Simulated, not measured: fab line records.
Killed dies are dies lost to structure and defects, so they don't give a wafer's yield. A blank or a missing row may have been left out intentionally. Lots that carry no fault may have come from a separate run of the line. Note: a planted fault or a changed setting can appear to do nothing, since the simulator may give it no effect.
Comparing a struck lot with a sound one | flow nand-harc | 16 out of 1302 route steps
Sound: the wafers L267.1, L267.2, L267.5. The struck wafers were L269.3, L269.4, L269.6. The cause comes at the end.
Each step with rows lists, per side, the tool, then ch with its chambers, then its first start. Under that, the readings that differ: sound wafers | struck wafers | difference of the means | sigmas: that difference in standard deviations of wafers without a fault.
alike: a reading whose means differ by less than 2 such deviations, as well as words and numbers matching on both sides. not compared: withheld readings; readings where some wafer has no value; bounds like >300 that might hide an equal value; numbers whose values overlap and for which the record gives no deviation.
Wherever a step has rows on one side only, a row that says differs or no value, or a row with sigmas, the two part there. Numbers that have no deviation but don't overlap get no sigmas and don't part them. Lack of a reading on every wafer of one side parts them only where that side has two or more wafers.

NHARC_P_GATE_CD_MEAS_46 targets a cd of 720 nm.
  sound on cd-sem-01 ch 0, day 7 18:55; struck on cd-sem-03 ch 0, day 8 08:49
  alike: cd-nm
then, 1 step without rows for these wafers: NHARC_P_GATE_HARDBAKE_47 (time 80 s).
NHARC_P_GATE_DESCUM_48: chemistry O2, time 3 s.
  sound on rie-diel-12 ch 1,2,3, day 7 19:06; struck on rie-diel-12 ch 0,1,3, day 8 08:59
  alike: drypump-motor-current-A, mfc-ar-sccm, oes-product-au, rf-vpp-V, showerhead-plenum-p-Torr, throttle-valve-pct
  not compared: rf-hours-counter-h
then, 1 step without rows for these wafers: NHARC_P_GATE_IMPLANT_49.
NHARC_P_GATE_STRIP_111: strips in N2/H2, time 250 s.
  sound on plasma-asher-01 ch 0,1, day 7 19:40; struck on plasma-asher-02 ch 0,1, day 8 09:26
  alike: drypump-motor-current-A, heater-power-w
  not compared: rf-hours-counter-h
NHARC_P_GATE_STRIP_75: strips in O2.
  sound on plasma-asher-01 ch 0,1, day 7 19:58; struck on plasma-asher-02 ch 0,1, day 8 09:39
  alike: drypump-motor-current-A, heater-power-w
  not compared: rf-hours-counter-h
then, 6 steps without rows for these wafers: NHARC_P_GATE_STRIP_50 (strips in SPM, time 900 s); NHARC_P_GATE_DEHYDRATE_51 (time 120 s); NHARC_P_GATE_HMDS_52 (time 30 s); NHARC_P_GATE_COAT_53; NHARC_P_GATE_SOFTBAKE_54 (time 95 s); NHARC_P_GATE_EBR_55.
NHARC_P_GATE_EXPOSE_56: exposes mask P PSD, target cd 720 nm.
  sound on krf-scanner-03 ch 0, day 7 20:44; struck on krf-scanner-04 ch 0, day 8 10:25
  reading | sound                   | struck                           | difference | sigmas
  mask    | P_PSD#0 P_PSD#0 P_PSD#0 | P_PSD_R1#0 P_PSD_R1#0 P_PSD_R1#0 | differs    |
then, 2 steps without rows for these wafers: NHARC_P_GATE_PEB_57 (peb time 85 s); NHARC_P_GATE_DEVELOP_58 (time 70 s).
NHARC_P_GATE_CD_MEAS_59 targets a cd of 720 nm.
  sound on cd-sem-01 ch 0, day 7 20:53; struck on cd-sem-03 ch 0
  reading    | sound             | struck            | difference | sigmas
  cd-nm (nm) | 718.7 717.4 721.4 | 713.2 714.3 714.0 | -5.3       | -4
  not compared: hold

WHERE THEY PART
At NHARC_P_GATE_EXPOSE_56 first; at NHARC_P_GATE_CD_MEAS_59 last (within this record only).

WHY: what had been put in by the simulator
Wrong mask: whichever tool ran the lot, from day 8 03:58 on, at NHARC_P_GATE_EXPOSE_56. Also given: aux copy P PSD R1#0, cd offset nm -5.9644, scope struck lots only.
